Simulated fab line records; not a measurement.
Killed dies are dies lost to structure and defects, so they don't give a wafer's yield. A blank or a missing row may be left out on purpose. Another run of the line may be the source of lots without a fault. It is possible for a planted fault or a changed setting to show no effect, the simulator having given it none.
Which tool is to blame? | flow n5-finfet | Sampling: 9 lots, 26 wafers, 2 of 1938 route steps

WHAT THE GAUGES SHOWED, per wafer
N5_HKMG_FIN_INSPECT_28: inspects for defects (darkfield).
lot  | measured     | on                | raw-defect-count
L652 | day 4 21:39  | defect-inspect-01 | 22 48
L654 | day 5 08:15  | defect-inspect-01 | 26 39 37
L656 | day 5 20:01  | defect-inspect-02 | 50 42 26
L657 | day 6 02:19  | defect-inspect-02 | 30 42 39
L663 | day 7 17:41  | defect-inspect-02 | 52 44 24
L664 | day 7 18:42  | defect-inspect-01 | 28 38 45
L665 | day 8 01:59  | defect-inspect-02 | 21 26 39
L666 | day 8 10:19  | defect-inspect-02 | 27 55 47
L673 | day 10 06:52 | defect-inspect-02 | 27 37 30

WHAT TOOL EACH LOT RAN ON (gives the tool, then ch and the chambers of the sampled wafers, and finally the start)
lot  | N5_HKMG_FIN_ETCHBACK_68
L652 | rie-metal-03 ch 1, day 4 19:55
L654 | rie-metal-03 ch 1, day 5 06:18
L656 | rie-metal-02 ch 0,1, day 5 18:17
L657 | rie-metal-02 ch 0,1, day 6 00:33
L663 | rie-metal-02 ch 0,1, day 7 15:55
L664 | rie-metal-02 ch 0,1, day 7 16:58
L665 | rie-metal-02 ch 0,1, day 8 00:13
L666 | rie-metal-02 ch 0,1, day 8 08:34
L673 | rie-metal-01 ch 0,1, day 10 05:05
- N5_HKMG_FIN_ETCHBACK_68: etches the open film in Cl2/Ar, stops on HfO2, target depth 0.5 nm.

THE ANSWER, worked out from the rows above alone
Rule: the usual values come from the lots themselves. Put in order of their means at a reading, lots are off if they are a third of the lots or fewer, leave a main group of 4 or more, and stand apart from it by a gap of 3 or more times the standard deviation of the main group's means; of several such gaps the widest counts. If all means in a main group match to the digits the tables above print for the reading, that group is not used. Also off: a lot with no number at a reading for which 4 or more lots have one. Where the step has rows for the other lots, those lots are counted as sound.
Nothing can be told from this: no lot is off at any reading shown.

WHAT HAD BEEN PUT IN BY THE SIMULATOR
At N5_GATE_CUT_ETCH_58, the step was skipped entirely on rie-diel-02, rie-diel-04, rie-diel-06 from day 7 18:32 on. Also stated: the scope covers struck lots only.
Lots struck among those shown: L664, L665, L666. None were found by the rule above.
